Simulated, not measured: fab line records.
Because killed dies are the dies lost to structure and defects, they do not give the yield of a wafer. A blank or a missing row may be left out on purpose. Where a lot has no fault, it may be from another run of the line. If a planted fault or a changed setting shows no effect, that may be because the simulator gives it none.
Matching of chambers || flow n5Finfet || N5_BEOL_M4_ETCH_70 on rieDiel-06: 4 sister chambers
The step etches SOC in N2/H2, target depth 80 nm, overetch 24 nm, time 130 s. 20 wafers are shown with their chamber, then 10 later ones without.

WAFERS WITH THEIR CHAMBER
{"wafer": "L079.1", "chamber": 0, "drypumpMotorCurrentA (A)": 5.8, "throttleValvePct (%)": 17.83, "showerheadPlenumPTorr (Torr)": 2.52}
{"wafer": "L079.5", "chamber": 3, "drypumpMotorCurrentA (A)": 5.0, "throttleValvePct (%)": 18.12, "showerheadPlenumPTorr (Torr)": 2.52}
{"wafer": "L079.6", "chamber": 0, "drypumpMotorCurrentA (A)": 5.8, "throttleValvePct (%)": 17.82, "showerheadPlenumPTorr (Torr)": 2.52}
{"wafer": "L081.4", "chamber": 0, "drypumpMotorCurrentA (A)": 5.8, "throttleValvePct (%)": 17.85, "showerheadPlenumPTorr (Torr)": 2.52}
{"wafer": "L081.5", "chamber": 0, "drypumpMotorCurrentA (A)": 5.8, "throttleValvePct (%)": 17.85, "showerheadPlenumPTorr (Torr)": 2.52}
{"wafer": "L081.6", "chamber": 1, "drypumpMotorCurrentA (A)": 5.3, "throttleValvePct (%)": 17.72, "showerheadPlenumPTorr (Torr)": 2.60}
{"wafer": "L084.1", "chamber": 2, "drypumpMotorCurrentA (A)": 6.1, "throttleValvePct (%)": 17.77, "showerheadPlenumPTorr (Torr)": 2.47}
{"wafer": "L084.2", "chamber": 0, "drypumpMotorCurrentA (A)": 5.8, "throttleValvePct (%)": 17.88, "showerheadPlenumPTorr (Torr)": 2.51}
{"wafer": "L084.3", "chamber": 1, "drypumpMotorCurrentA (A)": 5.3, "throttleValvePct (%)": 17.73, "showerheadPlenumPTorr (Torr)": 2.60}
{"wafer": "L085.2", "chamber": 1, "drypumpMotorCurrentA (A)": 5.3, "throttleValvePct (%)": 17.74, "showerheadPlenumPTorr (Torr)": 2.60}
{"wafer": "L085.3", "chamber": 2, "drypumpMotorCurrentA (A)": 6.1, "throttleValvePct (%)": 17.77, "showerheadPlenumPTorr (Torr)": 2.47}
{"wafer": "L085.4", "chamber": 3, "drypumpMotorCurrentA (A)": 5.0, "throttleValvePct (%)": 18.14, "showerheadPlenumPTorr (Torr)": 2.51}
{"wafer": "L087.2", "chamber": 1, "drypumpMotorCurrentA (A)": 5.3, "throttleValvePct (%)": 17.74, "showerheadPlenumPTorr (Torr)": 2.59}
{"wafer": "L087.3", "chamber": 0, "drypumpMotorCurrentA (A)": 5.9, "throttleValvePct (%)": 17.86, "showerheadPlenumPTorr (Torr)": 2.51}
{"wafer": "L087.6", "chamber": 0, "drypumpMotorCurrentA (A)": 5.9, "throttleValvePct (%)": 17.88, "showerheadPlenumPTorr (Torr)": 2.51}
{"wafer": "L088.1", "chamber": 1, "drypumpMotorCurrentA (A)": 5.3, "throttleValvePct (%)": 17.76, "showerheadPlenumPTorr (Torr)": 2.59}
{"wafer": "L088.3", "chamber": 2, "drypumpMotorCurrentA (A)": 6.1, "throttleValvePct (%)": 17.78, "showerheadPlenumPTorr (Torr)": 2.47}
{"wafer": "L088.4", "chamber": 0, "drypumpMotorCurrentA (A)": 5.8, "throttleValvePct (%)": 17.89, "showerheadPlenumPTorr (Torr)": 2.51}
{"wafer": "L093.3", "chamber": 0, "drypumpMotorCurrentA (A)": 5.8, "throttleValvePct (%)": 17.89, "showerheadPlenumPTorr (Torr)": 2.50}
{"wafer": "L093.4", "chamber": 1, "drypumpMotorCurrentA (A)": 5.3, "throttleValvePct (%)": 17.77, "showerheadPlenumPTorr (Torr)": 2.59}

SIGNATURES (averages over the wafers above)
{"reading": "drypumpMotorCurrentA", "chamber 0": 5.822, "chamber 1": 5.300, "chamber 2": 6.100, "chamber 3": 5.000, "scatter within a chamber": 0.0312}
{"reading": "throttleValvePct", "chamber 0": 17.8611, "chamber 1": 17.7433, "chamber 2": 17.7733, "chamber 3": 18.1300, "scatter within a chamber": 0.0213}
{"reading": "showerheadPlenumPTorr", "chamber 0": 2.5133, "chamber 1": 2.5950, "chamber 2": 2.4700, "chamber 3": 2.5150, "scatter within a chamber": 0.00612}
Rule: a wafer lies at a distance from a chamber equal to the root of the sum of squares, over the readings, of (its reading less the chamber's mean, divided by the reading's scatter). If the next closest chamber is less than 2 further off than the closest, the wafer can't be placed; otherwise it belongs to the closest. How the scatter is found: for the shown wafers, subtract from each reading the mean of its chamber, square and add these, divide the total by (wafers less chambers), then take the root.

WAFERS WITHOUT THEIR CHAMBER
{"wafer": "L093.6", "drypumpMotorCurrentA (A)": 5.0, "throttleValvePct (%)": 17.71, "showerheadPlenumPTorr (Torr)": 2.51}
{"wafer": "L095.1", "drypumpMotorCurrentA (A)": 5.8, "throttleValvePct (%)": 17.89, "showerheadPlenumPTorr (Torr)": 2.50}
{"wafer": "L095.2", "drypumpMotorCurrentA (A)": 6.1, "throttleValvePct (%)": 17.81, "showerheadPlenumPTorr (Torr)": 2.46}
{"wafer": "L095.4", "drypumpMotorCurrentA (A)": 5.3, "throttleValvePct (%)": 17.80, "showerheadPlenumPTorr (Torr)": 2.59}
{"wafer": "L094.1", "drypumpMotorCurrentA (A)": 5.8, "throttleValvePct (%)": 17.90, "showerheadPlenumPTorr (Torr)": 2.50}
{"wafer": "L094.2", "drypumpMotorCurrentA (A)": 6.1, "throttleValvePct (%)": 17.82, "showerheadPlenumPTorr (Torr)": 2.46}
{"wafer": "L094.6", "drypumpMotorCurrentA (A)": 5.3, "throttleValvePct (%)": 17.79, "showerheadPlenumPTorr (Torr)": 2.58}
{"wafer": "L096.2", "drypumpMotorCurrentA (A)": 5.0, "throttleValvePct (%)": 17.70, "showerheadPlenumPTorr (Torr)": 2.51}
{"wafer": "L096.4", "drypumpMotorCurrentA (A)": 5.3, "throttleValvePct (%)": 17.78, "showerheadPlenumPTorr (Torr)": 2.59}
{"wafer": "L096.5", "drypumpMotorCurrentA (A)": 5.8, "throttleValvePct (%)": 17.91, "showerheadPlenumPTorr (Torr)": 2.50}

EACH ONE'S CHAMBER
{"wafer": "L093.6", "from the rows above": 1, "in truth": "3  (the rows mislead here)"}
{"wafer": "L095.1", "from the rows above": 0, "in truth": 0}
{"wafer": "L095.2", "from the rows above": 2, "in truth": 2}
{"wafer": "L095.4", "from the rows above": 1, "in truth": 1}
{"wafer": "L094.1", "from the rows above": 0, "in truth": 0}
{"wafer": "L094.2", "from the rows above": 2, "in truth": 2}
{"wafer": "L094.6", "from the rows above": 1, "in truth": 1}
{"wafer": "L096.2", "from the rows above": 1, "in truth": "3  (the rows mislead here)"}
{"wafer": "L096.4", "from the rows above": 1, "in truth": 1}
{"wafer": "L096.5", "from the rows above": 0, "in truth": 0}
Placed correctly: 8 of 10. Not placeable from these rows: 0. Number placed wrongly: 2.
